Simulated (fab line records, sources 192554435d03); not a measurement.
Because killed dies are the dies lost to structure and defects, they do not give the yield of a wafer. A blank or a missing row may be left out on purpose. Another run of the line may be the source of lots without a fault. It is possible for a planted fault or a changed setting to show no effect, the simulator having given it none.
fab line records	flow n5Finfet
record: lots: 6	wafers: 18	lastDay: 17
route steps=1938 shown BEOL_M0_SAQP@665 BEOL_M4@1111 PASSIVATION@1936
lots with no fault: from the same line, run without faults
startH: hours from the record's opening day to when the first of the lot's shown wafers began	waitH: hours since the lot's step before	" same as the row above	L1.1+2: several wafers, shown together as one row	- either no value or no given start	* or withheld: withheld	< > ~ a bound
route shown NAME@n: NAME is a module with steps in the file, n the number in the route of the first one	usual: average and standard deviation across the fault-free wafers	same: alike in all rows	chamber/n: place in a boat	sites: the reading at each site	_std_site: the values' standard deviation	_edge_site: the outer-site mean with the inner-site mean subtracted	radiusMm: how far each site lies from the wafer's centre	mask NAME#n: copy n	behind: the most recent tool/chamber to have shaped the wafer	hold: why the lot was held/for how many hours/how that ended	device: the n, p or np transistor that did not switch	end of line: tests of these same wafers at the route's end	a step without rows: its recipe alone	killed: dies that structure and defects cost at the first sort, which is not the same as the wafer's yield	map: a wafer's dies, x killed, . not, _ none there
set.NAME: the run value of the setting; set.NAME@STEP: its run value at that earlier step	model.NAME: the simulator's own value behind a step, which no gauge read
lots at selected steps of the route; one table per step, one row per wafer
services: a tool's chamber out of use, with start hour (startH, from the record's first day; less than 0 if before it), hours out, and reason
== steps ==
step: N5_BEOL_M0_SAQP_MANDREL1_REMOVE_100
recipe: chemistry: HBr/Cl2/O2	btTimeS: 10	target: a-Si	stopOn: SiNx	endpoint: OES-SiCl	overEtchFrac: 0.85	icpW: 600	biasW: 30	HBr_flow_sccm: 150	Cl2_flow_sccm: 80	O2_flow_sccm: 5	pressureMtorr: 10
usual: drypumpMotorCurrentA: 5.9/0.51	oesProductAu: 1.005/0.013	throttleValvePct: 36.78/0.26
lot.wafer	tool	chamber	startH	waitH	drypumpMotorCurrentA	oesProductAu	rfHoursCounterH	throttleValvePct
L587.2	rieSi-06	1	143.10	0.1	5.0	1.000	5	36.26
L587.3	"	0	"	"	6.7	0.992	63	37.05
L587.5	"	2	"	"	5.7	0.984	-	36.71
L588.2	rieSi-05	0	146.17	0.1	5.7	1.031	46	36.52
L588.4	"	1	"	"	5.3	0.996	154	36.95
L588.5	"	3	"	"	6.6	1.018	-	36.36
L593.1	rieSi-06	0	177.37	0.1	6.6	0.991	63	37.07
L593.3	"	2	"	"	5.7	0.979	-	36.71
L593.5	"	0	"	"	6.6	0.998	-	37.06
L594.3	rieSi-01	0	180.58	0.1	6.2	1.010	16	37.11
L594.5	"	0	"	"	6.2	1.009	-	37.12
L594.6	"	1	"	"	6.3	1.000	-	36.64
L604.1	rieSi-05	3	244.63	0.1	6.6	1.029	1	36.41
L604.4	"	0	"	"	5.7	1.024	48	36.51
L604.5	"	2	"	"	5.3	1.015	-	36.88
L605.2	rieSi-05	2	249.40	0.1	5.3	1.017	88	36.91
L605.3	"	3	"	"	6.6	1.021	1	36.41
L605.6	"	3	"	"	6.6	1.024	-	36.41
step: N5_BEOL_M0_SAQP_CD_MEAS_25
recipe: targetCdNm: 13.1	landingEnergyEv: 1000	detector: seInlens
usual: cdNm: 12.77/0.21
same: landingEnergyEv: 1000
lot.wafer	tool	chamber	startH	waitH	cdNm
L587.2	cdSem-02	0	143.21	0.1	12.58
L587.3	"	0	"	"	13.09
L587.5	"	0	"	"	13.00
L588.2	cdSem-02	0	146.28	0.1	12.72
L588.4	"	0	"	"	12.96
L588.5	"	0	"	"	12.30
L593.1	cdSem-03	0	177.52	0.1	12.31
L593.3	"	0	"	"	12.55
L593.5	"	0	"	"	12.96
L594.3	cdSem-01	0	180.70	0.1	12.71
L594.5	"	0	"	"	12.57
L594.6	"	0	"	"	12.66
L604.1	cdSem-03	0	244.74	0.1	12.54
L604.4	"	0	"	"	12.81
L604.5	"	0	"	"	12.79
L605.2	cdSem-02	0	249.51	0.1	12.52
L605.3	"	0	"	"	12.60
L605.6	"	0	"	"	12.49
step: N5_BEOL_M0_SAQP_ETCH_101
recipe: chemistry: CH3F/O2	target: SiNx	maskMaterial: SiO2	targetDepthA: 299	timeS: 42.7	pressureMtorr: 30	sourceW: 395	biasW: 73	Ar_flow_sccm: 150	CH3F_flow_sccm: 30	O2_flow_sccm: 20	ionEnergyEv: 120
usual: drypumpMotorCurrentA: 5.6/0.63	mfcArSccm: 150.1/0.44	oesProductAu: 0.78/0.083	rfVppV: 296.4/2.9	showerheadPlenumPTorr: 1.99/0.084	throttleValvePct: 16.31/0.17
lot.wafer	tool	chamber	startH	waitH	drypumpMotorCurrentA	mfcArSccm	oesProductAu	rfHoursCounterH	rfVppV	showerheadPlenumPTorr	throttleValvePct
L587.2	rieDiel-01	3	143.37	0.2	4.8	150.0	0.67	239	295.7	2.06	16.41
L587.3	"	1	"	"	5.8	150.0	0.94	19	298.1	2.13	16.10
L587.5	"	3	"	"	4.9	150.2	0.67	-	297.9	2.06	16.42
L588.2	rieDiel-05	0	146.32	0.0	4.7	150.5	0.90	27	293.5	1.96	16.13
L588.4	"	3	"	"	6.8	150.0	0.77	134	291.4	1.93	16.40
L588.5	"	0	"	"	4.7	150.3	0.89	-	294.6	1.96	16.14
L593.1	rieDiel-03	1	177.56	0.0	5.4	150.5	0.74	174	298.2	2.08	16.27
L593.3	"	3	"	"	5.2	150.4	0.77	123	295.0	1.85	16.18
L593.5	"	3	"	"	5.2	150.7	0.77	-	294.9	1.85	16.17
L594.3	rieDiel-05	2	180.74	0.0	6.2	149.6	0.72	173	293.0	1.91	16.51
L594.5	"	0	"	"	4.7	149.5	0.87	-	295.5	1.96	16.18
L594.6	"	3	"	"	6.8	150.2	0.77	-	291.0	1.93	16.44
L604.1	rieDiel-03	1	244.78	0.0	5.4	151.0	0.73	193	299.7	2.07	16.30
L604.4	"	2	"	"	5.1	149.7	0.73	170	295.8	2.07	16.31
L604.5	"	3	"	"	5.2	149.9	0.75	-	295.9	1.84	16.21
L605.2	rieDiel-05	0	249.55	0.0	4.7	149.7	0.84	61	294.2	1.95	16.19
L605.3	"	1	"	"	6.0	149.5	0.93	14	300.6	1.96	16.19
L605.6	"	1	"	"	6.0	149.8	0.93	-	301.4	1.96	16.19
step: N5_BEOL_M0_SAQP_ETCH_102
recipe: chemistry: CF4	target: SiO2	targetDepthA: 40	ionEnergyEv: 350	timeS: 4.4	pressureMtorr: 10	icpW: 800	biasW: 400	cf4FlowSccm: 80
step: N5_BEOL_M0_SAQP_MANDREL_ETCH_103
recipe: chemistry: HBr/Cl2	target: a-Si	targetDepthA: 450	btTimeS: 10	stopOn: SiCN	maskMaterial: SiO2	overEtchFrac: 0.8	timeS: 27	pressureMtorr: 10	icpW: 800	biasW: 75	HBr_flow_sccm: 150	Cl2_flow_sccm: 80	ends: endPoint
step: N5_BEOL_M0_SAQP_RECESS_104
recipe: chemistry: HF/NH3	target: SiO2	targetDepthA: 180	afsCycles: 3	tempC: 30	sublimationTempC: 180	sublimationTimeS: 60
usual: drypumpMotorCurrentA: 5.8/0.38
same: afsCycles: 3	sublimationTimeS: 60
lot.wafer	tool	chamber	startH	waitH	drypumpMotorCurrentA
L587.2	vaporEtch-01	1	143.59	0.1	6.4
L587.3	"	1	"	"	6.4
L587.5	"	0	"	"	5.9
L588.2	vaporEtch-01	0	146.54	0.1	5.9
L588.4	"	1	"	"	6.4
L588.5	"	1	"	"	6.4
L593.1	vaporEtch-02	1	177.78	0.1	5.3
L593.3	"	0	"	"	5.7
L593.5	"	1	"	"	5.3
L594.3	vaporEtch-02	0	181.12	0.2	5.7
L594.5	"	0	"	"	5.7
L594.6	"	1	"	"	5.3
L604.1	vaporEtch-02	0	245.00	0.1	5.7
L604.4	"	1	"	"	5.3
L604.5	"	1	"	"	5.3
L605.2	vaporEtch-01	0	249.77	0.1	5.9
L605.3	"	1	"	"	6.4
L605.6	"	0	"	"	5.8
step: N5_BEOL_M0_SAQP_COAT_105
recipe: resist: SOC	tempC: 250	timeS: 60	spinRpm: 1500	resistThkNm: 100
step: N5_BEOL_M0_SAQP_ETCH_106
recipe: chemistry: N2/H2	target: SOC	targetDepthA: 1500	stopOn: SiNx	ionEnergyEv: 100	biasW: 61	pressureMtorr: 30	sourceW: 850	n2FlowSccm: 200	h2FlowSccm: 200
step: N5_BEOL_M0_SAQP_ETCH_107
recipe: chemistry: CH3F/O2	target: SiNx	targetDepthA: 300	maskMaterial: SOC	pressureMtorr: 30	sourceW: 395	biasW: 73	Ar_flow_sccm: 150	CH3F_flow_sccm: 30	O2_flow_sccm: 20	ionEnergyEv: 120
step: N5_BEOL_M0_SAQP_STRIP_108
recipe: chemistry: N2/H2	powerW: 500	tempC: 40	pressureMtorr: 50	rfFrequencyHz: 6e+07	overashFraction: 0.3	biasPowerW: 28	h2Frac: 0.5	n2FlowSccm: 300	h2FlowSccm: 300
usual: biasPowerW: 28.01/0.079	drypumpMotorCurrentA: 5.8/0.64	h2FlowSccm: 300.1/0.86	oesProductAu: 0.80/0.099	rfVppV: 122.1/0.93	showerheadPlenumPTorr: 3.39/0.13	throttleValvePct: 18.9/0.44
lot.wafer	tool	chamber	startH	waitH	biasPowerW	drypumpMotorCurrentA	h2FlowSccm	oesProductAu	rfHoursCounterH	rfVppV	showerheadPlenumPTorr	throttleValvePct
L587.2	rieDiel-05	1	144.26	0.0	28.03	6.0	300.6	0.68	240	121.6	3.32	19.9
L587.3	"	2	"	"	28.04	6.2	299.4	0.73	163	121.7	3.22	18.8
L587.5	"	3	"	"	28.07	6.8	300.8	0.79	-	123.3	3.24	18.7
L588.2	rieDiel-01	3	147.09	0.0	27.93	4.9	301.9	0.67	241	122.5	3.45	18.8
L588.4	"	2	"	"	28.04	6.4	301.0	0.75	172	120.9	3.49	19.6
L588.5	"	1	"	"	28.09	5.8	300.8	0.94	-	122.2	3.57	18.4
L593.1	rieDiel-05	1	178.33	0.0	27.89	6.1	299.7	0.68	249	121.8	3.32	19.9
L593.3	"	0	"	"	27.92	4.7	299.5	0.88	37	121.6	3.28	18.5
L593.5	"	3	"	"	28.07	6.8	300.9	0.78	-	121.2	3.24	18.7
L594.3	rieDiel-03	2	181.55	0.0	28.10	5.2	299.5	0.75	151	123.0	3.49	18.6
L594.5	"	1	"	"	27.97	5.5	300.4	0.75	-	122.4	3.48	18.8
L594.6	"	2	"	"	27.90	5.2	301.0	0.74	-	122.9	3.49	18.6
L604.1	rieDiel-05	3	245.54	0.0	27.94	6.8	299.2	0.75	167	121.6	3.23	18.8
L604.4	"	2	"	"	28.17	6.2	300.7	0.70	195	121.4	3.20	18.8
L604.5	"	0	"	"	28.09	4.7	299.7	0.84	-	119.6	3.27	18.6
L605.2	rieDiel-01	3	250.31	0.0	28.04	4.9	300.0	0.92	18	121.9	3.44	18.5
L605.3	"	1	"	"	28.09	5.8	300.9	0.88	55	122.9	3.55	18.4
L605.6	"	0	"	"	27.95	6.0	301.4	0.98	-	121.1	3.44	18.7
step: N5_BEOL_M0_SAQP_RECESS_109
recipe: chemistry: HF/NH3	target: SiO2	targetDepthA: 30	afsCycles: 1	tempC: 30	sublimationTempC: 180	sublimationTimeS: 60
usual: drypumpMotorCurrentA: 5.9/0.37
same: afsCycles: 1	sublimationTimeS: 60
lot.wafer	tool	chamber	startH	waitH	drypumpMotorCurrentA
L587.2	vaporEtch-01	0	144.32	0.0	5.9
L587.3	"	0	"	"	5.9
L587.5	"	0	"	"	5.9
L588.2	vaporEtch-02	0	147.15	0.0	5.7
L588.4	"	1	"	"	5.3
L588.5	"	0	"	"	5.7
L593.1	vaporEtch-01	1	178.63	0.3	6.4
L593.3	"	1	"	"	6.4
L593.5	"	1	"	"	6.4
L594.3	vaporEtch-01	0	181.65	0.1	5.9
L594.5	"	0	"	"	5.9
L594.6	"	1	"	"	6.4
L604.1	vaporEtch-02	0	245.60	0.0	5.7
L604.4	"	0	"	"	5.7
L604.5	"	0	"	"	5.7
L605.2	vaporEtch-01	1	250.38	0.0	6.4
L605.3	"	0	"	"	5.9
L605.6	"	1	"	"	6.4
step: N5_BEOL_M0_SAQP_SPACER2_ALD_26
recipe: material: SiO2	targetThkA: 150	tempC: 300	aldPrecursorFamily: BDEAS	aldCoReactant: O2-plasma	pulseTimeS: 1	purgeTimeS: 2	coReactantPurgeTimeS: 2	pressureTorr: 2
step: N5_BEOL_M0_SAQP_SPACER2_ETCHBACK_27
recipe: chemistry: CHF3/O2	mode: anisotropicEtchback	target: SiO2	targetDepthA: 225	timeS: 11.25	pressureMtorr: 30	sourceW: 650	biasW: 170	Ar_flow_sccm: 200	CHF3_flow_sccm: 50	O2_flow_sccm: 5	ionEnergyEv: 200
usual: CHF3_flow_sccm: 49.99/0.15	O2_flow_sccm: 5.000/0.015	drypumpMotorCurrentA: 5.6/0.57	mfcArSccm: 199.9/0.59	oesProductAu: 0.77/0.091	rfVppV: 523/4.2	showerheadPlenumPTorr: 2.44/0.097	throttleValvePct: 18.87/0.18
lot.wafer	tool	chamber	startH	waitH	CHF3_flow_sccm	O2_flow_sccm	drypumpMotorCurrentA	mfcArSccm	oesProductAu	rfHoursCounterH	rfVppV	showerheadPlenumPTorr	throttleValvePct	model.a-Si_of_BEOL_M0_SAQP_PECVD_96.thkNm
L587.2	rieDiel-01	2	145.24	0.3	49.81	5.012	6.3	199.7	0.75	171	521	2.50	19.21	41.8
L587.3	"	0	"	"	50.13	4.989	6.0	199.0	0.69	240	526	2.47	19.06	42.6
L587.5	"	2	"	"	49.94	4.987	6.4	199.3	0.75	-	523	2.50	19.22	42.8
L588.2	rieDiel-01	2	148.07	0.5	49.94	5.003	6.4	199.1	0.74	172	521	2.50	19.22	43.4
L588.4	"	3	"	"	50.15	4.987	4.9	199.5	0.67	241	522	2.48	18.92	43.6
L588.5	"	1	"	"	50.05	4.988	5.8	199.0	0.94	-	526	2.56	18.68	43.2
L593.1	rieDiel-01	1	179.33	0.3	-	-	-	-	-	-	-	-	-	44
L593.3	"	2	"	"	-	-	-	-	-	-	-	-	-	44.4
L593.5	"	0	"	"	-	-	-	-	-	-	-	-	-	45
L594.3	rieDiel-01	2	182.30	0.3	-	-	-	-	-	-	-	-	-	43.6
L594.5	"	0	"	"	-	-	-	-	-	-	-	-	-	44.8
L594.6	"	2	"	"	-	-	-	-	-	-	-	-	-	44.6
L604.1	rieDiel-03	3	246.41	0.4	50.05	4.992	5.2	198.9	0.75	143	519	2.23	18.72	43.4
L604.4	"	0	"	"	50.02	4.972	5.3	200.0	0.69	247	528	2.46	18.83	43
L604.5	"	1	"	"	50.09	5.011	5.4	200.4	0.72	-	528	2.49	18.82	43.6
L605.2	rieDiel-03	3	251.49	0.5	49.78	5.000	5.2	199.7	0.75	145	521	2.22	18.74	42.6
L605.3	"	1	"	"	49.78	5.009	5.5	199.0	0.73	195	529	2.49	18.82	42.8
L605.6	"	3	"	"	49.73	5.009	5.2	199.3	0.75	-	522	2.23	18.74	43.4
step: N5_BEOL_M0_SAQP_MANDREL2_REMOVE_110
recipe: chemistry: HBr/Cl2/O2	btTimeS: 10	target: a-Si	stopOn: SiCN	endpoint: OES-SiCl	overEtchFrac: 1	icpW: 600	biasW: 30	HBr_flow_sccm: 150	Cl2_flow_sccm: 80	O2_flow_sccm: 5	pressureMtorr: 10
step: N5_BEOL_M4_RC_MEAS_101
usual: DIBL_N: 36.3/1	DIBL_P: 36.2/1.4	IOFF_N: 0.157/0.021	IOFF_P: 0.206/0.025	ION_N: 673/9	ION_P: 461/6.4	SS_N: 71.5/0.5	SS_P: 73.2/0.47	VT_N: 249.9/2.4	VT_P: -250.6/2.9
lot.wafer	tool	chamber	startH	waitH	DIBL_N[mV/V]	DIBL_P[mV/V]	IOFF_N[nA/um]	IOFF_P[nA/um]	ION_N[uA/um]	ION_P[uA/um]	SS_N[mV/dec]	SS_P[mV/dec]	VT_N[mV]	VT_P[mV]
L587.2	prober-02	0	199.80	0.2	36.6	37.1	0.158	0.208	670	457	71.3	73.6	251.4	-251.3
L587.3	"	0	"	"	34.5	34.7	0.138	0.184	673	465	71.1	73.2	250.4	-249.8
L587.5	"	0	"	"	36.5	37.6	0.159	0.216	663	454	71.3	73.7	252.1	-251.2
L588.2	prober-01	0	201.70	0.2	38.3	36.8	0.173	0.210	677	462	71.7	73.0	248.6	-252.0
L588.4	"	0	"	"	37.3	36.1	0.155	0.206	684	468	71.7	73.3	248.2	-249.6
L588.5	"	0	"	"	37.6	37.2	0.176	0.225	683	464	71.7	73.3	246.7	-250.1
L604.1	prober-02	0	301.67	0.0	37.1	37.4	0.172	0.208	676	463	71.5	73.3	251.2	-251.8
L604.4	"	0	"	"	36.7	36.5	0.165	0.203	674	458	71.5	73.2	250.1	-251.7
L604.5	"	0	"	"	35.8	36.0	0.148	0.184	675	456	71.2	74.2	251.8	-252.5
L605.2	prober-02	0	306.72	0.2	35.5	37.7	0.165	0.194	679	464	71.2	73.0	245.6	-249.8
L605.3	"	0	"	"	37.6	40.5	0.204	0.238	683	466	72.0	74.0	246.8	-250.4
L605.6	"	0	"	"	36.9	40.0	0.204	0.231	686	463	71.8	74.2	245.4	-250.8
step: N5_PASSIVATION_PROBE_49
usual: defectLimitedYield: 91.1/1.3	killed_at_M0_to_M3: 36/10	killed_at_M4_up: 14/4.4	killedAtContacts: 14/5.7	killedAtFrontEnd: 39/9.4	killedAtOther: 2.9/2.6	killedDies: 105/15	killedOnRim: 14/3.5	killedOpen: 70/12	killedShort: 34/7.1	sort_bin_5_function: 5.3/0.77	sort_bin_6_memory: 3.3/0.66	sortNPass: 1075/15	sortYieldPct: 91.1/1.3
same: grossDies: 1180	killedAtBackSide: 0	sort_bin_4_leakage[%]: 0	sort_bin_8_speed[%]: 0
lot.wafer	tool	chamber	startH	waitH	defectLimitedYield[%]	killed_at_M0_to_M3	killed_at_M4_up	killedAtContacts	killedAtFrontEnd	killedAtOther	killedDies	killedOnRim	killedOpen	killedShort	sort_bin_5_function[%]	sort_bin_6_memory[%]	sortNPass	sortYieldPct[%]
L593.1	prober-02	-	323.88	0.0	0	1118	12	5	37	8	1180	152	71	25	97.1	2.6	0	0
L593.3	prober-02	-	323.98	0.1	0	1111	9	16	36	8	1180	152	74	32	95.3	4.7	0	0
L593.5	prober-02	-	324.08	0.2	0	1122	11	10	27	10	1180	152	46	47	96.7	2.8	0	0
L594.3	prober-01	-	336.33	0.1	0	1110	17	19	33	1	1180	152	74	33	96.3	3.4	0	0
L594.5	prober-01	-	336.43	0.2	0	1074	13	23	67	3	1180	152	92	37	95.5	4.2	0	0
L594.6	prober-01	-	336.48	0.3	0	1103	19	18	38	2	1180	152	67	25	97.1	2.6	0	0
killed by level:class
L593.1 BEOL_M0_SAQP:areaEtchback=1083 STI_FIN_REVEAL:geometricParticle:open=10 BEOL_M1:geometricParticle:open=9 STARTING-WAFER:geometricParticle:open=8 BEOL_M2:geometricParticle:open=7 BEOL_M3:geometricParticle:open=7 BEOL_M0_SAQP:geometricParticle:short=5 BEOL_M5:geometricParticle:open=5
L593.3 BEOL_M0_SAQP:areaEtchback=1074 MOL_CONTACT_COAG:geometricParticle:open=14 STI_FIN_REVEAL:geometricParticle:open=9 BEOL_M0_SAQP:geometricParticle:open=9 BEOL_M0_SAQP:geometricParticle:short=7 FIN_SAQP:geometricParticle:open=6 BEOL_M1:geometricParticle:open=6 BEOL_M2:geometricParticle:open=6
L593.5 BEOL_M0_SAQP:areaEtchback=1086 BEOL_M0_SAQP:geometricParticle:short=11 BEOL_M2:geometricParticle:open=11 FIN_SAQP:geometricParticle:short=6 MOL_CONTACT_COAG:geometricParticle:open=6 BEOL_M3:geometricParticle:open=6 STI_FIN_REVEAL:geometricParticle:open=5 STARTING-WAFER:geometricParticle:short=5
L594.3 BEOL_M0_SAQP:areaEtchback=1073 MOL_CONTACT_COAG:geometricParticle:open=13 BEOL_M2:geometricParticle:open=12 FIN_SAQP:geometricParticle:open=7 DUMMY_GATE:geometricParticle:open=7 MOL_CONTACT_COAG:geometricParticle:short=6 BEOL_M0_SAQP:geometricParticle:short=5 BEOL_M0_SAQP:geometricParticle:open=5
L594.5 BEOL_M0_SAQP:areaEtchback=1051 FIN_SAQP:geometricParticle:open=26 MOL_CONTACT_COAG:geometricParticle:open=17 FIN_SAQP:geometricParticle:short=13 STI_FIN_REVEAL:geometricParticle:open=8 GATE_CUT:geometricParticle:open=7 MOL_CONTACT_COAG:geometricParticle:short=6 BEOL_M0_SAQP:geometricParticle:open=4
L594.6 BEOL_M0_SAQP:areaEtchback=1087 MOL_CONTACT_COAG:geometricParticle:open=16 FIN_SAQP:geometricParticle:open=9 STI_FIN_REVEAL:geometricParticle:open=7 FIN_SAQP:geometricParticle:short=6 BEOL_M4:geometricParticle:open=6 GATE_CUT:geometricParticle:short=5 BEOL_M2:geometricParticle:open=5
map L593.1 (x killed, . not)
_________________xxxxxxxxxxxx________________
______________xxxxxxxxxxxxxxxxxx_____________
___________xxxxxxxxxxxxxxxxxxxxxxxx__________
__________xxxxxxxxxxxxxxxxxxxxxxxxxx_________
________xxxxxxxxxxxxxxxxxxxxxxxxxxxxxx_______
_______xxxxxxxxxxxxxxxxxxxxxxxxxxxxxxxx______
______xxxxxxxxxxxxxxxxxxxxxxxxxxxxxxxxxx_____
_____xxxxxxxxxxxxxxxxxxxxxxxxxxxxxxxxxxxx____
____xxxxxxxxxxxxxxxxxxxxxxxxxxxxxxxxxxxxxx___
___xxxxxxxxxxxxxxxxxxxxxxxxxxxxxxxxxxxxxxxx__
___xxxxxxxxxxxxxxxxxxxxxxxxxxxxxxxxxxxxxxxx__
__xxxxxxxxxxxxxxxxxxxxxxxxxxxxxxxxxxxxxxxxxx_
__xxxxxxxxxxxxxxxxxxxxxxxxxxxxxxxxxxxxxxxxxx_
_xxxxxxxxxxxxxxxxxxxxxxxxxxxxxxxxxxxxxxxxxxxx
_xxxxxxxxxxxxxxxxxxxxxxxxxxxxxxxxxxxxxxxxxxxx
_xxxxxxxxxxxxxxxxxxxxxxxxxxxxxxxxxxxxxxxxxxxx
_xxxxxxxxxxxxxxxxxxxxxxxxxxxxxxxxxxxxxxxxxxxx
_xxxxxxxxxxxxxxxxxxxxxxxxxxxxxxxxxxxxxxxxxxxx
_xxxxxxxxxxxxxxxxxxxxxxxxxxxxxxxxxxxxxxxxxxxx
_xxxxxxxxxxxxxxxxxxxxxxxxxxxxxxxxxxxxxxxxxxxx
_xxxxxxxxxxxxxxxxxxxxxxxxxxxxxxxxxxxxxxxxxxxx
__xxxxxxxxxxxxxxxxxxxxxxxxxxxxxxxxxxxxxxxxxx_
__xxxxxxxxxxxxxxxxxxxxxxxxxxxxxxxxxxxxxxxxxx_
___xxxxxxxxxxxxxxxxxxxxxxxxxxxxxxxxxxxxxxxx__
___xxxxxxxxxxxxxxxxxxxxxxxxxxxxxxxxxxxxxxxx__
____xxxxxxxxxxxxxxxxxxxxxxxxxxxxxxxxxxxxxx___
_____xxxxxxxxxxxxxxxxxxxxxxxxxxxxxxxxxxxx____
______xxxxxxxxxxxxxxxxxxxxxxxxxxxxxxxxxx_____
_______xxxxxxxxxxxxxxxxxxxxxxxxxxxxxxxx______
________xxxxxxxxxxxxxxxxxxxxxxxxxxxxxx_______
__________xxxxxxxxxxxxxxxxxxxxxxxxxx_________
___________xxxxxxxxxxxxxxxxxxxxxxxx__________
______________xxxxxxxxxxxxxxxxxx_____________
_________________xxxxxxxxxxxx________________
map L594.3 (x killed, . not)
_________________xxxxxxxxxxxx________________
______________xxxxxxxxxxxxxxxxxx_____________
___________xxxxxxxxxxxxxxxxxxxxxxxx__________
__________xxxxxxxxxxxxxxxxxxxxxxxxxx_________
________xxxxxxxxxxxxxxxxxxxxxxxxxxxxxx_______
_______xxxxxxxxxxxxxxxxxxxxxxxxxxxxxxxx______
______xxxxxxxxxxxxxxxxxxxxxxxxxxxxxxxxxx_____
_____xxxxxxxxxxxxxxxxxxxxxxxxxxxxxxxxxxxx____
____xxxxxxxxxxxxxxxxxxxxxxxxxxxxxxxxxxxxxx___
___xxxxxxxxxxxxxxxxxxxxxxxxxxxxxxxxxxxxxxxx__
___xxxxxxxxxxxxxxxxxxxxxxxxxxxxxxxxxxxxxxxx__
__xxxxxxxxxxxxxxxxxxxxxxxxxxxxxxxxxxxxxxxxxx_
__xxxxxxxxxxxxxxxxxxxxxxxxxxxxxxxxxxxxxxxxxx_
_xxxxxxxxxxxxxxxxxxxxxxxxxxxxxxxxxxxxxxxxxxxx
_xxxxxxxxxxxxxxxxxxxxxxxxxxxxxxxxxxxxxxxxxxxx
_xxxxxxxxxxxxxxxxxxxxxxxxxxxxxxxxxxxxxxxxxxxx
_xxxxxxxxxxxxxxxxxxxxxxxxxxxxxxxxxxxxxxxxxxxx
_xxxxxxxxxxxxxxxxxxxxxxxxxxxxxxxxxxxxxxxxxxxx
_xxxxxxxxxxxxxxxxxxxxxxxxxxxxxxxxxxxxxxxxxxxx
_xxxxxxxxxxxxxxxxxxxxxxxxxxxxxxxxxxxxxxxxxxxx
_xxxxxxxxxxxxxxxxxxxxxxxxxxxxxxxxxxxxxxxxxxxx
__xxxxxxxxxxxxxxxxxxxxxxxxxxxxxxxxxxxxxxxxxx_
__xxxxxxxxxxxxxxxxxxxxxxxxxxxxxxxxxxxxxxxxxx_
___xxxxxxxxxxxxxxxxxxxxxxxxxxxxxxxxxxxxxxxx__
___xxxxxxxxxxxxxxxxxxxxxxxxxxxxxxxxxxxxxxxx__
____xxxxxxxxxxxxxxxxxxxxxxxxxxxxxxxxxxxxxx___
_____xxxxxxxxxxxxxxxxxxxxxxxxxxxxxxxxxxxx____
______xxxxxxxxxxxxxxxxxxxxxxxxxxxxxxxxxx_____
_______xxxxxxxxxxxxxxxxxxxxxxxxxxxxxxxx______
________xxxxxxxxxxxxxxxxxxxxxxxxxxxxxx_______
__________xxxxxxxxxxxxxxxxxxxxxxxxxx_________
___________xxxxxxxxxxxxxxxxxxxxxxxx__________
______________xxxxxxxxxxxxxxxxxx_____________
_________________xxxxxxxxxxxx________________
== services ==
tool	chamber	startH	hours	kind
rieDiel-05	-	125.78	2.8	pm
rieDiel-01	3	132.83	3.4	repair
rieDiel-03	-	137.82	2.8	pm
rieSi-05	3	158.32	2.6	repair
vaporEtch-01	-	164.29	0.5	repair
rieDiel-01	0	171.33	5.5	repair
rieSi-06	1	176.91	5.9	repair
rieDiel-01	3	177.07	-	clean
rieDiel-01	3	177.07	-	consumableReplace:focusRing
rieDiel-01	3	177.07	20.5	scheduledDown
rieDiel-01	3	177.07	20.5	ventCycle
rieDiel-05	1	180.70	-	clean
rieDiel-05	1	180.70	-	consumableReplace:focusRing
rieDiel-05	1	180.70	22.6	scheduledDown
rieDiel-05	1	180.70	22.6	ventCycle
rieSi-06	1	190.62	6.1	repair
rieDiel-01	0	197.61	-	clean
rieDiel-01	0	197.61	-	consumableReplace:focusRing
rieDiel-01	0	197.61	26.5	scheduledDown
rieDiel-01	0	197.61	26.5	ventCycle
rieDiel-01	-	202.49	2.8	pm
rieSi-05	-	238.17	0.2	repair
rieDiel-01	2	247.19	13.3	repair
rieSi-05	-	250.09	2.8	pm
== key ==
firstSign: step: N5_BEOL_M0_SAQP_SPACER2_ETCHBACK_27	reading: toolRecord	direction: missing
effect: step: N5_PASSIVATION_PROBE_49	reading: sort_bin_5_function	direction: up	sigmas: 99+	usual: 5.3	struck: 96.3
modelEffect: step: N5_BEOL_M0_SAQP_SPACER2_ETCHBACK_27	value: a-Si_of_BEOL_M0_SAQP_PECVD_96.thkNm	without: 42.97	struck: 44.4
moreKillsBornAt: N5_BEOL_M0_SAQP_SPACER2_ETCHBACK_27@rieDiel-01: 6444
metAt N5_BEOL_M0_SAQP_SPACER2_ETCHBACK_27
struckWafers L593.1,L593.3,L593.5,L594.3,L594.5,L594.6
laterRowsLeftOut L593.1,L593.3,L593.5,L594.3,L594.5,L594.6
onsetBetween 148.07 179.33
fault: kind: skippedStepWhole	tool: rieDiel-01	chamber: -	onsetH: 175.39	steps: N5_BEOL_M0_SAQP_SPACER2_ETCHBACK_27	scope: struckLotsOnly
laterRowsLeftOut: the simulator's readings of these wafers behind a module that went badly wrong aren't trusted and aren't shown, but for the sort
